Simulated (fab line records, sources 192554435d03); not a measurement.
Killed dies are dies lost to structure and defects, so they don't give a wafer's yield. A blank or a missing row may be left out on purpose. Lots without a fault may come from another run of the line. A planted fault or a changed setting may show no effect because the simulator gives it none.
Chamber matching | flow n5_finfet | N5_PASSIVATION_PECVD_00 on pecvd-01: 3 sister chambers
The step deposits SiO2 from SiH4/N2O, target thk 200 nm, time 11.2 s. 14 wafers are shown with their chamber, then 7 later ones without.

WAFERS WITH THEIR CHAMBER
wafer  | chamber | showerhead_plenum_p_Torr (Torr) | throttle_valve_pct (%) | heater_power_w (W)
L074.2 | 1       | 7.97                            | 50.0                   | 962
L074.3 | 0       | 8.35                            | 51.3                   | 721
L074.4 | 2       | 7.87                            | 46.9                   | 815
L080.4 | 1       | 7.99                            | 50.1                   | 943
L080.5 | 0       | 8.39                            | 51.6                   | 668
L080.6 | 2       | 7.89                            | 47.4                   | 712
L084.3 | 0       | 8.39                            | 51.5                   | 663
L084.4 | 2       | 7.86                            | 47.6                   | 790
L084.5 | 2       | 7.88                            | 47.3                   | 802
L088.2 | 2       | 7.87                            | 47.6                   | 818
L088.4 | 1       | 7.97                            | 50.1                   | 922
L088.6 | 0       | 8.37                            | 51.7                   | 628
L087.1 | 1       | 7.99                            | 49.8                   | 980
L087.4 | 1       | 7.99                            | 50.3                   | 968

SIGNATURES (means of the wafers above)
reading                  | chamber 0 | chamber 1 | chamber 2 | scatter within a chamber
showerhead_plenum_p_Torr | 8.3750    | 7.9820    | 7.8740    | 0.0138
throttle_valve_pct       | 51.525    | 50.060    | 47.360    | 0.224
heater_power_w           | 670.00    | 955.00    | 787.40    | 35.8
Rule: a wafer's distance from a chamber is the root of the sum, over the readings, of the square of ((its reading less the chamber's mean) divided by the reading's scatter). The wafer belongs to the nearest chamber; if the next one is less than 2 further off, it can't be placed. The scatter: the root of (the sum of the squares of (reading less its chamber's mean) over the shown wafers, divided by (wafers less chambers)).

WAFERS WITHOUT THEIR CHAMBER
wafer  | showerhead_plenum_p_Torr (Torr) | throttle_valve_pct (%) | heater_power_w (W)
L087.5 | 7.86                            | 47.6                   | 765
L090.3 | 7.98                            | 49.9                   | 860
L090.5 | 7.96                            | 50.0                   | 888
L090.6 | 7.88                            | 47.5                   | 724
L092.3 | 7.85                            | 47.3                   | 661
L092.4 | 8.38                            | 51.6                   | 615
L092.5 | 7.85                            | 47.5                   | 690

WHICH CHAMBER EACH WENT THROUGH
wafer  | from the rows above | in truth
L087.5 | 2                   | 2
L090.3 | 1                   | 1
L090.5 | 1                   | 1
L090.6 | 2                   | 2
L092.3 | 2                   | 2
L092.4 | 0                   | 0
L092.5 | 2                   | 2
Placed correctly: 7 of 7. Can't be placed from these rows: 0. Placed wrongly: 0.
